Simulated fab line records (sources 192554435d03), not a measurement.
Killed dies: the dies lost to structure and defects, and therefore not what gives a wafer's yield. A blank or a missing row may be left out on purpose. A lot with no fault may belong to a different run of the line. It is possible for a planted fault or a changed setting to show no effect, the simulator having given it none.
Which tool did it? / flow n5Finfet / 24 lots, 72 wafers sampled, at 5 steps of a route of 1938

== WHAT THE GAUGES SHOWED, per wafer ==
N5_BEOL_M12_CD_MEAS_17: target cd 140 nm. Usual: cdNm 140.9 nm, standard deviation 2.7.
lot=L075; measured=day 9 14:40; on=cdSem-02; cdNm (nm)=140.0 144.4 145.9; flag=
lot=L076; measured=day 9 18:01; on=cdSem-01; cdNm (nm)=139.2 143.8 145.4; flag=
lot=L074; measured=day 9 21:28; on=cdSem-02; cdNm (nm)=140.2 143.1 141.7; flag=
lot=L077; measured=day 10 09:29; on=cdSem-03; cdNm (nm)=137.0 135.1 137.5; flag=
lot=L078; measured=day 10 17:44; on=cdSem-02; cdNm (nm)=140.1 144.6 138.4; flag=
lot=L079; measured=day 11 03:12; on=cdSem-03; cdNm (nm)=144.9 142.0 136.0; flag=
lot=L082; measured=day 14 00:41; on=cdSem-01; cdNm (nm)=138.8 147.1 143.2; flag=
lot=L085; measured=day 14 05:34; on=cdSem-01; cdNm (nm)=141.7 138.7 140.9; flag=
lot=L083; measured=day 14 06:26; on=cdSem-02; cdNm (nm)=145.5 140.1 139.2; flag=
lot=L080; measured=day 14 06:41; on=cdSem-02; cdNm (nm)=138.9 138.4 142.3; flag=
lot=L086; measured=day 14 10:28; on=cdSem-03; cdNm (nm)=139.2 138.1 137.4; flag=
lot=L084; measured=day 14 10:43; on=cdSem-03; cdNm (nm)=143.4 142.9 138.2; flag=
lot=L088; measured=day 14 12:05; on=cdSem-01; cdNm (nm)=146.1 141.7 142.4; flag=
lot=L087; measured=day 14 18:16; on=cdSem-03; cdNm (nm)=138.7 141.7 138.3; flag=
lot=L089; measured=day 14 20:05; on=cdSem-01; cdNm (nm)=140.4 143.6 143.0; flag=
lot=L090; measured=day 14 21:35; on=cdSem-03; cdNm (nm)=138.0 139.2 138.2; flag=
lot=L091; measured=day 15 01:17; on=cdSem-03; cdNm (nm)=145.2 144.3 139.3; flag=
lot=L092; measured=day 15 05:44; on=cdSem-03; cdNm (nm)=137.8 138.0 139.2; flag=
lot=L093; measured=day 15 14:47; on=cdSem-03; cdNm (nm)=141.4 139.0 144.8; flag=
lot=L095; measured=day 16 03:07; on=cdSem-02; cdNm (nm)=142.0 142.3 140.0; flag=
lot=L094; measured=day 16 03:31; on=cdSem-01; cdNm (nm)=145.6 142.7 141.1; flag=
lot=L096; measured=day 16 18:13; on=cdSem-01; cdNm (nm)=140.4 144.3 143.3; flag=
lot=L081; measured=day 17 03:05; on=cdSem-02; cdNm (nm)=135.6 136.5 136.4; flag=
lot=L097; measured=day 17 06:31; on=cdSem-02; cdNm (nm)=138.0 143.9 137.9; flag=

N5_BEOL_M12_OVL_MEAS_29. Usual: M12_OVL 1 nm, standard deviation 6.2.
lot=L075; measured=day 9 15:09; on=overlay-01; M12_OVL (nm)=6 4 -1; flag=
lot=L076; measured=day 9 18:29; on=overlay-01; M12_OVL (nm)=5 -9 -4; flag=
lot=L074; measured=day 9 21:57; on=overlay-02; M12_OVL (nm)=-2 4 6; flag=
lot=L077; measured=day 10 09:58; on=overlay-02; M12_OVL (nm)=-1 7 1; flag=
lot=L078; measured=day 10 18:05; on=overlay-02; M12_OVL (nm)=6 -3 -1; flag=
lot=L079; measured=day 11 03:33; on=overlay-02; M12_OVL (nm)=-4 3 -11; flag=
lot=L082; measured=day 14 01:10; on=overlay-02; M12_OVL (nm)=-4 1 4; flag=
lot=L085; measured=day 14 05:55; on=overlay-01; M12_OVL (nm)=2 11 5; flag=
lot=L083; measured=day 14 06:48; on=overlay-01; M12_OVL (nm)=7 17 7; flag=
lot=L080; measured=day 14 07:02; on=overlay-01; M12_OVL (nm)=0 9 2; flag=
lot=L086; measured=day 14 10:56; on=overlay-01; M12_OVL (nm)=6 -5 3; flag=
lot=L084; measured=day 14 11:12; on=overlay-02; M12_OVL (nm)=9 -5 0; flag=
lot=L088; measured=day 14 12:26; on=overlay-01; M12_OVL (nm)=2 1 10; flag=
lot=L087; measured=day 14 18:44; on=overlay-02; M12_OVL (nm)=-5 1 2; flag=
lot=L089; measured=day 14 20:34; on=overlay-01; M12_OVL (nm)=8 6 0; flag=
lot=L090; measured=day 14 22:04; on=overlay-02; M12_OVL (nm)=7 -10 -2; flag=
lot=L091; measured=day 15 01:39; on=overlay-02; M12_OVL (nm)=-6 -11 -13; flag=
lot=L092; measured=day 15 06:05; on=overlay-01; M12_OVL (nm)=-1 -1 1; flag=
lot=L093; measured=day 15 15:09; on=overlay-02; M12_OVL (nm)=-12 4 -10; flag=
lot=L095; measured=day 16 03:59; on=overlay-01; M12_OVL (nm)=4 -9 -1; flag=
lot=L094; measured=day 16 04:02; on=overlay-01; M12_OVL (nm)=-9 3 3; flag=
lot=L096; measured=day 16 18:34; on=overlay-01; M12_OVL (nm)=6 -2 0; flag=
lot=L081; measured=day 17 03:34; on=overlay-02; M12_OVL (nm)=-8 1 -7; flag=
lot=L097; measured=day 17 06:52; on=overlay-01; M12_OVL (nm)=6 2 3; flag=

== EACH LOT AND THE TOOL THAT RAN IT (in order: tool; ch and the chambers of the sampled wafers; start) ==
lot=L075; N5_BEOL_M11_CURE_72=uvCure-01 ch 2, day 9 11:38; N5_BEOL_M11_ANNEAL_51=rtpAnneal-01 ch 0, day 9 12:47; N5_BEOL_M12_STRIP_63=plasmaAsher-02 ch 0,1, day 9 14:29
lot=L076; N5_BEOL_M11_CURE_72=uvCure-01 ch 0, day 9 14:13; N5_BEOL_M11_ANNEAL_51=rtpAnneal-02 ch 0, day 9 15:25; N5_BEOL_M12_STRIP_63=plasmaAsher-02 ch 0,1, day 9 17:48
lot=L074; N5_BEOL_M11_CURE_72=uvCure-02 ch 1, day 9 18:15; N5_BEOL_M11_ANNEAL_51=rtpAnneal-02 ch 0, day 9 19:37; N5_BEOL_M12_STRIP_63=plasmaAsher-01 ch 0,1, day 9 21:15
lot=L077; N5_BEOL_M11_CURE_72=uvCure-03 ch 1, day 10 06:34; N5_BEOL_M11_ANNEAL_51=rtpAnneal-01 ch 0, day 10 07:42; N5_BEOL_M12_STRIP_63=plasmaAsher-01 ch 0,1, day 10 09:17
lot=L078; N5_BEOL_M11_CURE_72=uvCure-01 ch 0, day 10 13:25; N5_BEOL_M11_ANNEAL_51=rtpAnneal-01 ch 0, day 10 15:58; N5_BEOL_M12_STRIP_63=plasmaAsher-02 ch 0,1, day 10 17:31
lot=L079; N5_BEOL_M11_CURE_72=uvCure-02 ch 0, day 10 22:11; N5_BEOL_M11_ANNEAL_51=rtpAnneal-02 ch 0, day 11 01:29; N5_BEOL_M12_STRIP_63=plasmaAsher-01 ch 0,1, day 11 03:01
lot=L082; N5_BEOL_M11_CURE_72=uvCure-03 ch 0, day 13 17:57; N5_BEOL_M11_ANNEAL_51=rtpAnneal-01 ch 0, day 13 22:43; N5_BEOL_M12_STRIP_63=plasmaAsher-02 ch 0,1, day 14 00:28
lot=L085; N5_BEOL_M11_CURE_72=uvCure-01 ch 0, day 14 02:20; N5_BEOL_M11_ANNEAL_51=rtpAnneal-02 ch 0, day 14 03:53; N5_BEOL_M12_STRIP_63=plasmaAsher-01 ch 0,1, day 14 05:23
lot=L083; N5_BEOL_M11_CURE_72=uvCure-01 ch 1, day 14 02:32; N5_BEOL_M11_ANNEAL_51=rtpAnneal-01 ch 0, day 14 04:38; N5_BEOL_M12_STRIP_63=plasmaAsher-02 ch 0,1, day 14 06:12
lot=L080; N5_BEOL_M11_CURE_72=uvCure-02 ch 1, day 14 02:42; N5_BEOL_M11_ANNEAL_51=rtpAnneal-01 ch 0, day 14 04:55; N5_BEOL_M12_STRIP_63=plasmaAsher-01 ch 0,1, day 14 06:28
lot=L086; N5_BEOL_M11_CURE_72=uvCure-03 ch 1, day 14 06:21; N5_BEOL_M11_ANNEAL_51=rtpAnneal-01 ch 0, day 14 08:30; N5_BEOL_M12_STRIP_63=plasmaAsher-01 ch 0,1, day 14 10:16
lot=L084; N5_BEOL_M11_CURE_72=uvCure-01 ch 1, day 14 06:26; N5_BEOL_M11_ANNEAL_51=rtpAnneal-01 ch 0, day 14 08:46; N5_BEOL_M12_STRIP_63=plasmaAsher-02 ch 0,1, day 14 10:31
lot=L088; N5_BEOL_M11_CURE_72=uvCure-02 ch 1, day 14 08:25; N5_BEOL_M11_ANNEAL_51=rtpAnneal-02 ch 0, day 14 10:07; N5_BEOL_M12_STRIP_63=plasmaAsher-02 ch 0,1, day 14 11:54
lot=L087; N5_BEOL_M11_CURE_72=uvCure-01 ch 0, day 14 13:04; N5_BEOL_M11_ANNEAL_51=rtpAnneal-01 ch 0, day 14 16:34; N5_BEOL_M12_STRIP_63=plasmaAsher-02 ch 0,1, day 14 18:04
lot=L089; N5_BEOL_M11_CURE_72=uvCure-02 ch 2, day 14 17:00; N5_BEOL_M11_ANNEAL_51=rtpAnneal-02 ch 0, day 14 18:20; N5_BEOL_M12_STRIP_63=plasmaAsher-01 ch 0,1, day 14 19:53
lot=L090; N5_BEOL_M11_CURE_72=uvCure-02 ch 2, day 14 17:12; N5_BEOL_M11_ANNEAL_51=rtpAnneal-01 ch 0, day 14 19:36; N5_BEOL_M12_STRIP_63=plasmaAsher-02 ch 0,1, day 14 21:23
lot=L091; N5_BEOL_M11_CURE_72=uvCure-01 ch 0, day 14 21:46; N5_BEOL_M11_ANNEAL_51=rtpAnneal-01 ch 0, day 14 23:21; N5_BEOL_M12_STRIP_63=plasmaAsher-01 ch 0,1, day 15 00:58
lot=L092; N5_BEOL_M11_CURE_72=uvCure-03 ch 2, day 15 02:05; N5_BEOL_M11_ANNEAL_51=rtpAnneal-02 ch 0, day 15 03:49; N5_BEOL_M12_STRIP_63=plasmaAsher-02 ch 0,1, day 15 05:29
lot=L093; N5_BEOL_M11_CURE_72=uvCure-02 ch 1, day 15 10:44; N5_BEOL_M11_ANNEAL_51=rtpAnneal-01 ch 0, day 15 12:50; N5_BEOL_M12_STRIP_63=plasmaAsher-01 ch 0,1, day 15 14:35
lot=L095; N5_BEOL_M11_CURE_72=uvCure-02 ch 1, day 15 23:56; N5_BEOL_M11_ANNEAL_51=rtpAnneal-01 ch 0, day 16 01:22; N5_BEOL_M12_STRIP_63=plasmaAsher-02 ch 0,1, day 16 02:55
lot=L094; N5_BEOL_M11_CURE_72=uvCure-03 ch 1, day 16 00:26; N5_BEOL_M11_ANNEAL_51=rtpAnneal-02 ch 0, day 16 01:44; N5_BEOL_M12_STRIP_63=plasmaAsher-02 ch 0, day 16 03:18
lot=L096; N5_BEOL_M11_CURE_72=uvCure-02 ch 2, day 16 12:30; N5_BEOL_M11_ANNEAL_51=rtpAnneal-02 ch 0, day 16 16:16; N5_BEOL_M12_STRIP_63=plasmaAsher-02 ch 0,1, day 16 17:58
lot=L081; N5_BEOL_M11_CURE_72=uvCure-01 ch 1, day 16 21:28; N5_BEOL_M11_ANNEAL_51=rtpAnneal-02 ch 0, day 17 00:55; N5_BEOL_M12_STRIP_63=plasmaAsher-02 ch 0,1, day 17 02:53
lot=L097; N5_BEOL_M11_CURE_72=uvCure-02 ch 0, day 17 03:22; N5_BEOL_M11_ANNEAL_51=rtpAnneal-02 ch 0, day 17 04:44; N5_BEOL_M12_STRIP_63=plasmaAsher-02 ch 0, day 17 06:16
- N5_BEOL_M11_CURE_72: cures SiCOH lowk, time 120 s.
- N5_BEOL_M11_ANNEAL_51: time 90 s.
- N5_BEOL_M12_STRIP_63: strips in N2/H2.

== AS READ BY THE TOOLS THEMSELVES (means over the sampled wafers that have a number; for cases with no such wafer, the mark the record gives instead) ==
N5_BEOL_M11_CURE_72. Usual: lampPowerPct 52.31 %, standard deviation 0.057; wafer_temp_C_max 371.8, standard deviation 0.7.
lot=L075; tool=uvCure-01; lampPowerPct (%)=52.31; wafer_temp_C_max=373.6; flag=
lot=L076; tool=uvCure-01; lampPowerPct (%)=52.29; wafer_temp_C_max=371.7; flag=
lot=L074; tool=uvCure-02; lampPowerPct (%)=52.27; wafer_temp_C_max=371.3; flag=
lot=L077; tool=uvCure-03; lampPowerPct (%)=52.26; wafer_temp_C_max=372.8; flag=
lot=L078; tool=uvCure-01; lampPowerPct (%)=52.30; wafer_temp_C_max=371.7; flag=
lot=L079; tool=uvCure-02; lampPowerPct (%)=52.29; wafer_temp_C_max=372.3; flag=
lot=L082; tool=uvCure-03; lampPowerPct (%)=52.28; wafer_temp_C_max=372.6; flag=
lot=L085; tool=uvCure-01; lampPowerPct (%)=52.32; wafer_temp_C_max=372.0; flag=
lot=L083; tool=uvCure-01; lampPowerPct (%)=52.32; wafer_temp_C_max=371.9; flag=
lot=L080; tool=uvCure-02; lampPowerPct (%)=52.30; wafer_temp_C_max=371.0; flag=
lot=L086; tool=uvCure-03; lampPowerPct (%)=52.31; wafer_temp_C_max=372.6; flag=
lot=L084; tool=uvCure-01; lampPowerPct (%)=52.29; wafer_temp_C_max=371.2; flag=
lot=L088; tool=uvCure-02; lampPowerPct (%)=52.31; wafer_temp_C_max=371.1; flag=
lot=L087; tool=uvCure-01; lampPowerPct (%)=52.30; wafer_temp_C_max=371.8; flag=
lot=L089; tool=uvCure-02; lampPowerPct (%)=52.33; wafer_temp_C_max=371.8; flag=
lot=L090; tool=uvCure-02; lampPowerPct (%)=52.29; wafer_temp_C_max=371.7; flag=
lot=L091; tool=uvCure-01; lampPowerPct (%)=52.32; wafer_temp_C_max=371.3; flag=
lot=L092; tool=uvCure-03; lampPowerPct (%)=52.31; wafer_temp_C_max=371.0; flag=
lot=L093; tool=uvCure-02; lampPowerPct (%)=52.30; wafer_temp_C_max=371.2; flag=
lot=L095; tool=uvCure-02; lampPowerPct (%)=52.30; wafer_temp_C_max=371.1; flag=
lot=L094; tool=uvCure-03; lampPowerPct (%)=52.25; wafer_temp_C_max=373.1; flag=
lot=L096; tool=uvCure-02; lampPowerPct (%)=52.31; wafer_temp_C_max=371.7; flag=
lot=L081; tool=uvCure-01; lampPowerPct (%)=52.29; wafer_temp_C_max=371.5; flag=
lot=L097; tool=uvCure-02; lampPowerPct (%)=52.32; wafer_temp_C_max=371.7; flag=

N5_BEOL_M11_ANNEAL_51. Usual: annealTempC 225.02 C, standard deviation 0.16; wafer_temp_C_max 226.1, standard deviation 0.57.
lot=L075; tool=rtpAnneal-01; annealTempC (C)=224.97; wafer_temp_C_max=226.6; flag=
lot=L076; tool=rtpAnneal-02; annealTempC (C)=224.93; wafer_temp_C_max=225.2; flag=
lot=L074; tool=rtpAnneal-02; annealTempC (C)=224.90; wafer_temp_C_max=225.6; flag=
lot=L077; tool=rtpAnneal-01; annealTempC (C)=225.02; wafer_temp_C_max=226.1; flag=
lot=L078; tool=rtpAnneal-01; annealTempC (C)=225.23; wafer_temp_C_max=226.4; flag=
lot=L079; tool=rtpAnneal-02; annealTempC (C)=225.32; wafer_temp_C_max=225.6; flag=
lot=L082; tool=rtpAnneal-01; annealTempC (C)=224.97; wafer_temp_C_max=226.8; flag=
lot=L085; tool=rtpAnneal-02; annealTempC (C)=224.96; wafer_temp_C_max=225.6; flag=
lot=L083; tool=rtpAnneal-01; annealTempC (C)=224.94; wafer_temp_C_max=226.5; flag=
lot=L080; tool=rtpAnneal-01; annealTempC (C)=225.12; wafer_temp_C_max=226.4; flag=
lot=L086; tool=rtpAnneal-01; annealTempC (C)=225.03; wafer_temp_C_max=226.6; flag=
lot=L084; tool=rtpAnneal-01; annealTempC (C)=225.05; wafer_temp_C_max=226.9; flag=
lot=L088; tool=rtpAnneal-02; annealTempC (C)=225.09; wafer_temp_C_max=225.5; flag=
lot=L087; tool=rtpAnneal-01; annealTempC (C)=225.06; wafer_temp_C_max=226.0; flag=
lot=L089; tool=rtpAnneal-02; annealTempC (C)=225.04; wafer_temp_C_max=225.4; flag=
lot=L090; tool=rtpAnneal-01; annealTempC (C)=224.94; wafer_temp_C_max=226.4; flag=
lot=L091; tool=rtpAnneal-01; annealTempC (C)=224.96; wafer_temp_C_max=226.7; flag=
lot=L092; tool=rtpAnneal-02; annealTempC (C)=224.95; wafer_temp_C_max=225.8; flag=
lot=L093; tool=rtpAnneal-01; annealTempC (C)=224.89; wafer_temp_C_max=226.0; flag=
lot=L095; tool=rtpAnneal-01; annealTempC (C)=224.90; wafer_temp_C_max=226.5; flag=
lot=L094; tool=rtpAnneal-02; annealTempC (C)=225.02; wafer_temp_C_max=225.2; flag=
lot=L096; tool=rtpAnneal-02; annealTempC (C)=225.03; wafer_temp_C_max=225.5; flag=
lot=L081; tool=rtpAnneal-02; annealTempC (C)=224.84; wafer_temp_C_max=225.5; flag=
lot=L097; tool=rtpAnneal-02; annealTempC (C)=224.81; wafer_temp_C_max=225.6; flag=

N5_BEOL_M12_STRIP_63. Usual: drypumpMotorCurrentA 5.5 A, standard deviation 0.62; heaterPowerW 326 W, standard deviation 14; n2FlowSccm 1750 sccm, standard deviation 5; oesProductAu 0.693 a.u., standard deviation 0.0044; stripTimeToEndpointS 42.6 s, standard deviation 0.96.
lot=L075; tool=plasmaAsher-02; drypumpMotorCurrentA (A)=5.3; heaterPowerW (W)=317; n2FlowSccm (sccm)=1750; oesProductAu (a.u.)=0.691; stripTimeToEndpointS (s)=41.5; flag=
lot=L076; tool=plasmaAsher-02; drypumpMotorCurrentA (A)=5.3; heaterPowerW (W)=317; n2FlowSccm (sccm)=1757; oesProductAu (a.u.)=0.690; stripTimeToEndpointS (s)=42.7; flag=
lot=L074; tool=plasmaAsher-01; drypumpMotorCurrentA (A)=5.6; heaterPowerW (W)=342; n2FlowSccm (sccm)=1748; oesProductAu (a.u.)=0.696; stripTimeToEndpointS (s)=42.5; flag=
lot=L077; tool=plasmaAsher-01; drypumpMotorCurrentA (A)=6.2; heaterPowerW (W)=337; n2FlowSccm (sccm)=1751; oesProductAu (a.u.)=0.693; stripTimeToEndpointS (s)=42.7; flag=
lot=L078; tool=plasmaAsher-02; drypumpMotorCurrentA (A)=5.3; heaterPowerW (W)=318; n2FlowSccm (sccm)=1750; oesProductAu (a.u.)=0.693; stripTimeToEndpointS (s)=41.9; flag=
lot=L079; tool=plasmaAsher-01; drypumpMotorCurrentA (A)=6.2; heaterPowerW (W)=341; n2FlowSccm (sccm)=1755; oesProductAu (a.u.)=0.696; stripTimeToEndpointS (s)=43.1; flag=
lot=L082; tool=plasmaAsher-02; drypumpMotorCurrentA (A)=5.2; heaterPowerW (W)=316; n2FlowSccm (sccm)=1750; oesProductAu (a.u.)=0.692; stripTimeToEndpointS (s)=42.8; flag=
lot=L085; tool=plasmaAsher-01; drypumpMotorCurrentA (A)=6.2; heaterPowerW (W)=342; n2FlowSccm (sccm)=1751; oesProductAu (a.u.)=0.694; stripTimeToEndpointS (s)=43.0; flag=
lot=L083; tool=plasmaAsher-02; drypumpMotorCurrentA (A)=5.3; heaterPowerW (W)=320; n2FlowSccm (sccm)=1752; oesProductAu (a.u.)=0.692; stripTimeToEndpointS (s)=42.5; flag=
lot=L080; tool=plasmaAsher-01; drypumpMotorCurrentA (A)=5.6; heaterPowerW (W)=344; n2FlowSccm (sccm)=1746; oesProductAu (a.u.)=0.691; stripTimeToEndpointS (s)=43.1; flag=
lot=L086; tool=plasmaAsher-01; drypumpMotorCurrentA (A)=6.2; heaterPowerW (W)=337; n2FlowSccm (sccm)=1749; oesProductAu (a.u.)=0.687; stripTimeToEndpointS (s)=42.5; flag=
lot=L084; tool=plasmaAsher-02; drypumpMotorCurrentA (A)=5.2; heaterPowerW (W)=316; n2FlowSccm (sccm)=1746; oesProductAu (a.u.)=0.691; stripTimeToEndpointS (s)=42.9; flag=
lot=L088; tool=plasmaAsher-02; drypumpMotorCurrentA (A)=5.2; heaterPowerW (W)=314; n2FlowSccm (sccm)=1748; oesProductAu (a.u.)=0.695; stripTimeToEndpointS (s)=43.0; flag=
lot=L087; tool=plasmaAsher-02; drypumpMotorCurrentA (A)=5.2; heaterPowerW (W)=318; n2FlowSccm (sccm)=1750; oesProductAu (a.u.)=0.693; stripTimeToEndpointS (s)=43.2; flag=
lot=L089; tool=plasmaAsher-01; drypumpMotorCurrentA (A)=5.6; heaterPowerW (W)=347; n2FlowSccm (sccm)=1750; oesProductAu (a.u.)=0.691; stripTimeToEndpointS (s)=41.8; flag=
lot=L090; tool=plasmaAsher-02; drypumpMotorCurrentA (A)=5.2; heaterPowerW (W)=316; n2FlowSccm (sccm)=1750; oesProductAu (a.u.)=0.697; stripTimeToEndpointS (s)=43.4; flag=
lot=L091; tool=plasmaAsher-01; drypumpMotorCurrentA (A)=5.6; heaterPowerW (W)=340; n2FlowSccm (sccm)=1751; oesProductAu (a.u.)=0.699; stripTimeToEndpointS (s)=42.8; flag=
lot=L092; tool=plasmaAsher-02; drypumpMotorCurrentA (A)=5.3; heaterPowerW (W)=316; n2FlowSccm (sccm)=1748; oesProductAu (a.u.)=0.692; stripTimeToEndpointS (s)=42.4; flag=
lot=L093; tool=plasmaAsher-01; drypumpMotorCurrentA (A)=6.1; heaterPowerW (W)=343; n2FlowSccm (sccm)=1757; oesProductAu (a.u.)=0.689; stripTimeToEndpointS (s)=43.2; flag=
lot=L095; tool=plasmaAsher-02; drypumpMotorCurrentA (A)=5.3; heaterPowerW (W)=321; n2FlowSccm (sccm)=1751; oesProductAu (a.u.)=0.691; stripTimeToEndpointS (s)=42.7; flag=
lot=L094; tool=plasmaAsher-02; drypumpMotorCurrentA (A)=5.4; heaterPowerW (W)=319; n2FlowSccm (sccm)=1753; oesProductAu (a.u.)=0.693; stripTimeToEndpointS (s)=41.5; flag=
lot=L096; tool=plasmaAsher-02; drypumpMotorCurrentA (A)=5.2; heaterPowerW (W)=313; n2FlowSccm (sccm)=1754; oesProductAu (a.u.)=0.693; stripTimeToEndpointS (s)=42.1; flag=
lot=L081; tool=plasmaAsher-02; drypumpMotorCurrentA (A)=5.2; heaterPowerW (W)=313; n2FlowSccm (sccm)=1750; oesProductAu (a.u.)=0.696; stripTimeToEndpointS (s)=42.2; flag=
lot=L097; tool=plasmaAsher-02; drypumpMotorCurrentA (A)=5.4; heaterPowerW (W)=329; n2FlowSccm (sccm)=1748; oesProductAu (a.u.)=0.695; stripTimeToEndpointS (s)=42.7; flag=

== THE ANSWER, worked out from the rows above alone ==
Rule: a lot counts as off when the mean over its wafers that have a number is more than 3 standard deviations away from the usual mean. A lot without any number at a reading at which 4 lots or more have one is off too. Where the step has rows for the other lots, those lots are counted as sound. First the gauges in route order, then the tools' own readings, where a lot's mean is used as printed above. The first step at which some lot is off is used, and at that step the reading that is off furthest; a lot without a number counts as furthest.
None of the lots is off at any reading shown; this tells nothing.

== WHAT HAD BEEN PUT IN BY THE SIMULATOR ==
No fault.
